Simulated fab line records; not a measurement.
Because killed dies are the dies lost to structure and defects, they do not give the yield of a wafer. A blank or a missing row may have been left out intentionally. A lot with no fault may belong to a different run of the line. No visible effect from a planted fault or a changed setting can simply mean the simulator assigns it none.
Lot-split experiment    flow n5_finfet    21 wafers read from 7 lots, route of 1938 steps

== THE SPLIT ITSELF ==
At N5_BEOL_M7_ETCH_62 (etches SOC in N2/H2, target depth 110 nm, overetch 22 nm, time 165 s), the setting source_w was moved away from the recipe's 840 W on 7 of the 21 wafers read, by -11.9% to +17.6%. All remaining wafers had this setting at the recipe value.

The split's own step is where the reading is taken.

== THE READING ==
rf_vpp_V, in V, at N5_BEOL_M7_ETCH_62 (etches SOC in N2/H2, target depth 110 nm, overetch 22 nm, time 165 s). Fault-free wafers of this fab line usually give 523.7 V, standard deviation 1.9 V.

wafer   tool, chamber at the split  source_w as run, W  against the recipe  rf_vpp_V, V  against lot-mates on the recipe
L074.2  rie_diel-02, 1              840                 recipe              522.1        -
L074.3  rie_diel-02, 3              988.2               +17.6%              496.8        -25.3
L074.6  rie_diel-02, 1              988.2               +17.6%              494.7        -27.4
L076.1  rie_diel-03, 3              796.3               -5.2%               535.1        +11.6
L076.3  rie_diel-03, 0              840                 recipe              521.3        -
L076.5  rie_diel-03, 1              840                 recipe              525.7        -
L077.1  rie_diel-02, 0              840                 recipe              522.6        -
L077.3  rie_diel-02, 2              739.7               -11.9%              546.2        +23.6
L077.5  rie_diel-02, 3              739.7               -11.9%              546.8        +24.2
L087.3  rie_diel-03, 1              840                 recipe              525.2        -
L087.4  rie_diel-03, 1              840                 recipe              524.2        -
L087.6  rie_diel-03, 0              840                 recipe              521.2        -
L090.2  rie_diel-03, 0              840                 recipe              521.8        -
L090.4  rie_diel-03, 2              840                 recipe              525.6        -
L090.5  rie_diel-03, 0              888.1               +5.7%               511.9        -11.8
L089.2  rie_diel-05, 1              840                 recipe              526.2        -
L089.4  rie_diel-05, 3              840                 recipe              520.7        -
L089.6  rie_diel-05, 1              840                 recipe              528.1        -
L091.1  rie_diel-05, 3              968.5               +15.3%              497.9        -26.6
L091.2  rie_diel-05, 2              840                 recipe              522.6        -
L091.3  rie_diel-05, 1              840                 recipe              526.3        -

THE FIT
A straight line over all 21 wafers: rf_vpp_V changes by -1.72 V for each +1% of source_w; r = -0.99; the points scatter about the line by 2.3 V.
The same after taking each lot's own level away (the mean of its wafers on the recipe; 21 wafers): -1.71 V for each +1%; r = -0.98; scatter 2.5 V.
The reading moves by 30 V for the largest change in source_w, on that fit.
From 522.10 to 525.00 V: that is the span of the lots' own levels, equal to 1.5 times the standard deviation above.
The two slopes agree, so the slope changes little with the lot-to-lot level.
Check: for one of the wafers moved furthest among these (+17.6%), held out of the fit, the line's prediction against its lot-mates is -31 V. It came out at -25.3 V against them.
Tool readings at the split's step, against how far the setting was moved: rf_vpp_V r = -0.99.

== THESE WAFERS: OTHER SPLITS ==
Before the reading, these wafers also passed through other splits. Each is held against what the fit with the lots' levels taken away leaves over:
other split on the same wafers  wafers away from the commonest value  r with rf_vpp_V (lot level and that fit taken away)
N5_BEOL_M6_EXPOSE_08 dose_mj    7                                     +0.13
N5_BEOL_M7_ETCH_61 source_w     3                                     -0.33

== THE FILE'S OWN FIT ==
rf_vpp_V changes by -1.72 V for each +1% of source_w, r = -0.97.
